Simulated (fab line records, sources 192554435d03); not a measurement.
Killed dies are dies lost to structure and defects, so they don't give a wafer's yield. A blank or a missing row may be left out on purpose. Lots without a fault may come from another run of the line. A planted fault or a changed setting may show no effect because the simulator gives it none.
One fault seen from 3 desks | flow n5_finfet | each desk has only its own numbers; what lay behind them comes last

THE TOOL OWNER'S DESK: rie_si-04
The tool's own readings at N5_PMOS_HMC_CHANNEL_EPI_ETCH_38 (etches SiO2 in CF4, target depth 1.5 nm): means of the sampled wafers that have a number, for each lot that ran on this tool. A lot is out of limits, marked OUT, if its mean lies more than 4 standard deviations from the usual mean; the brackets give that distance.
Columns: A = drypump_motor_current_A at N5_PMOS_HMC_CHANNEL_EPI_ETCH_38, usual 5.6 A; B = oes_product_au at N5_PMOS_HMC_CHANNEL_EPI_ETCH_38, usual 0.999 a.u.; C = rf_fwd_power_W at N5_PMOS_HMC_CHANNEL_EPI_ETCH_38, usual 783 W; D = throttle_valve_pct at N5_PMOS_HMC_CHANNEL_EPI_ETCH_38, usual 21.76 %
lot  | first seen here | A   | B               | C   | D
L402 | day 2 18:10     | 5.4 | 1.012           | 786 | 21.68
L418 | day 6 18:49     | 5.2 | 1.401 (+22) OUT | 780 | 21.98
L420 | day 7 06:31     | 5.3 | 1.272 (+15) OUT | 783 | 21.86
This desk's finding: out of limits on L418, L420; first on L418, day 6 18:49 (oes_product_au at N5_PMOS_HMC_CHANNEL_EPI_ETCH_38). In limits: L402.

THE DEFECT DESK
What the inspections along the route counted, lot by lot: means of the sampled wafers that have a number. A lot is out of limits, marked OUT, if its mean lies more than 4 standard deviations from the usual mean; the brackets give that distance.
Columns: A = raw_defect_count at N5_PMOS_HMC_CHANNEL_EPI_INSPECT_11, usual 2
lot  | first seen here | A
L402 | day 2 17:13     | 2
L404 | day 3 05:37     | 4
L410 | day 4 17:48     | 1
L418 | day 6 17:34     | 2
L420 | day 7 05:52     | 2
L421 | day 7 13:20     | 3
This desk's finding: nothing out of limits on any of the 6 lots.

THE METROLOGY DESK
What the gauges read, lot by lot, whatever tool the lot ran on: means of the sampled wafers that have a number. A lot is out of limits, marked OUT, if its mean lies more than 4 standard deviations from the usual mean; the brackets give that distance. Of its 12 readings 7 are shown: those that lie furthest out on some lot.
Columns: A = PMOS_HMC_BLK_OVL at N5_PMOS_HMC_CHANNEL_EPI_OVL_MEAS_10, usual 0.7 nm; B = DIBL_N at N5_BEOL_M4_RC_MEAS_101, usual 35.9 mV/V; C = DIBL_P at N5_BEOL_M4_RC_MEAS_101, usual 36.3 mV/V; D = ION_N at N5_BEOL_M4_RC_MEAS_101, usual 672 uA/um; E = SS_N at N5_BEOL_M4_RC_MEAS_101, usual 71.5 mV/dec; F = SS_P at N5_BEOL_M4_RC_MEAS_101, usual 73.3 mV/dec; G = VT_N at N5_BEOL_M4_RC_MEAS_101, usual 250.4 mV
lot  | first seen here | A    | B    | C    | D   | E    | F    | G
L402 | day 2 17:09     | 0.2  | 36.0 | 35.2 | 675 | 71.7 | 72.6 | 251.3
L404 | day 3 05:32     | 1.2  | 36.7 | 36.6 | 676 | 72.2 | 73.6 | 248.8
L410 | day 4 17:45     | 0.5  | 35.8 | 34.6 | 665 | 71.5 | 73.9 | 250.4
L418 | day 6 17:31     | -0.4 | 34.5 | 36.2 | 670 | 71.2 | 72.8 | 251.9
L420 | day 7 05:49     | 0.4  | 36.8 | 38.1 | 679 | 71.3 | 73.7 | 249.3
L421 | day 7 13:16     | -0.5 | 36.5 | 36.5 | 684 | 71.3 | 72.9 | 247.3
This desk's finding: nothing out of limits on any of the 6 lots.

PUT TOGETHER
The tool owner's desk could have raised an alarm at day 6 18:49, on L418, L420.
The defect desk saw nothing out of limits.
The metrology desk saw nothing out of limits.
The defect desk has L418, L420 on record, within its limits.
The metrology desk has L418, L420 on record, within its limits.
Of the lots named, all ran N5_PMOS_HMC_CHANNEL_EPI_ETCH_38 on rie_si-04.

WHAT THE SIMULATOR HAD PUT IN
Process parameter drift: rie_si-04, from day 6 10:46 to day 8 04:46, at N5_PMOS_HMC_CHANNEL_EPI_ETCH_38. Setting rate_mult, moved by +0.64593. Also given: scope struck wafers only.
Lots struck among those shown: L418, L420.
Hours from the fault's start to each desk's first reading out of limits: the tool owner's desk, 8.
